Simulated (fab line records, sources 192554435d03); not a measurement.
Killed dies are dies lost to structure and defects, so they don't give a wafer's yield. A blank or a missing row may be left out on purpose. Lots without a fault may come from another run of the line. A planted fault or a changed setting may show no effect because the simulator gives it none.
Chamber matching | flow n5_finfet | N5_BEOL_M0_SAQP_DESCUM_45 on rie_diel-02: 4 sister chambers
The step chemistry O2, time 7 s. 22 wafers are shown with their chamber, then 11 later ones without.

WAFERS WITH THEIR CHAMBER
wafer  | chamber | showerhead_plenum_p_Torr (Torr) | throttle_valve_pct (%) | oes_product_au (a.u.)
L077.1 | 2       | 2.19                            | 20.46                  | 0.76
L077.2 | 1       | 2.11                            | 20.61                  | 0.90
L077.4 | 0       | 2.12                            | 20.55                  | 0.81
L078.1 | 2       | 2.19                            | 20.47                  | 0.76
L078.2 | 0       | 2.12                            | 20.55                  | 0.81
L078.4 | 3       | 2.22                            | 20.19                  | 0.97
L079.1 | 2       | 2.19                            | 20.46                  | 0.76
L079.4 | 3       | 2.22                            | 20.20                  | 0.95
L079.6 | 3       | 2.22                            | 20.20                  | 0.95
L080.2 | 2       | 2.19                            | 20.46                  | 0.76
L080.3 | 0       | 2.12                            | 20.57                  | 0.79
L080.4 | 1       | 2.11                            | 20.62                  | 0.89
L081.3 | 0       | 2.12                            | 20.56                  | 0.79
L081.4 | 1       | 2.11                            | 20.61                  | 0.88
L081.6 | 1       | 2.11                            | 20.61                  | 0.89
L084.1 | 0       | 2.11                            | 20.57                  | 0.79
L084.3 | 1       | 2.11                            | 20.62                  | 0.89
L084.5 | 0       | 2.11                            | 20.59                  | 0.79
L086.1 | 3       | 2.22                            | 20.21                  | 0.93
L086.2 | 1       | 2.11                            | 20.62                  | 0.89
L086.3 | 0       | 2.11                            | 20.58                  | 0.79
L090.1 | 3       | 2.21                            | 20.21                  | 0.91

SIGNATURES (means of the wafers above)
reading                  | chamber 0 | chamber 1 | chamber 2 | chamber 3 | scatter within a chamber
showerhead_plenum_p_Torr | 2.1157    | 2.1100    | 2.1900    | 2.2180    | 0.00374
throttle_valve_pct       | 20.5671   | 20.6150   | 20.4625   | 20.2020   | 0.0101
oes_product_au           | 0.7957    | 0.8900    | 0.7600    | 0.9420    | 0.0126
Rule: a wafer's distance from a chamber is the root of the sum, over the readings, of the square of ((its reading less the chamber's mean) divided by the reading's scatter). The wafer belongs to the nearest chamber; if the next one is less than 2 further off, it can't be placed. The scatter: the root of (the sum of the squares of (reading less its chamber's mean) over the shown wafers, divided by (wafers less chambers)).

WAFERS WITHOUT THEIR CHAMBER
wafer  | showerhead_plenum_p_Torr (Torr) | throttle_valve_pct (%) | oes_product_au (a.u.)
L090.5 | 2.11                            | 20.58                  | 0.79
L090.6 | 2.11                            | 20.63                  | 0.87
L093.2 | 2.21                            | 20.22                  | 0.90
L093.4 | 2.11                            | 20.61                  | 0.78
L093.6 | 2.11                            | 20.64                  | 0.87
L076.2 | 2.11                            | 20.59                  | 0.77
L076.3 | 2.21                            | 20.23                  | 0.90
L076.5 | 2.21                            | 20.23                  | 0.90
L096.1 | 2.11                            | 20.60                  | 0.77
L096.3 | 2.10                            | 20.65                  | 0.85
L096.4 | 2.21                            | 20.23                  | 0.87

WHICH CHAMBER EACH WENT THROUGH
wafer  | from the rows above | in truth
L090.5 | 0                   | 0
L090.6 | 1                   | 1
L093.2 | 3                   | 3
L093.4 | 0                   | 0
L093.6 | 1                   | 1
L076.2 | 0                   | 0
L076.3 | 3                   | 3
L076.5 | 3                   | 3
L096.1 | 0                   | 0
L096.3 | 1                   | 1
L096.4 | 3                   | 3
Placed correctly: 11 of 11. Can't be placed from these rows: 0. Placed wrongly: 0.
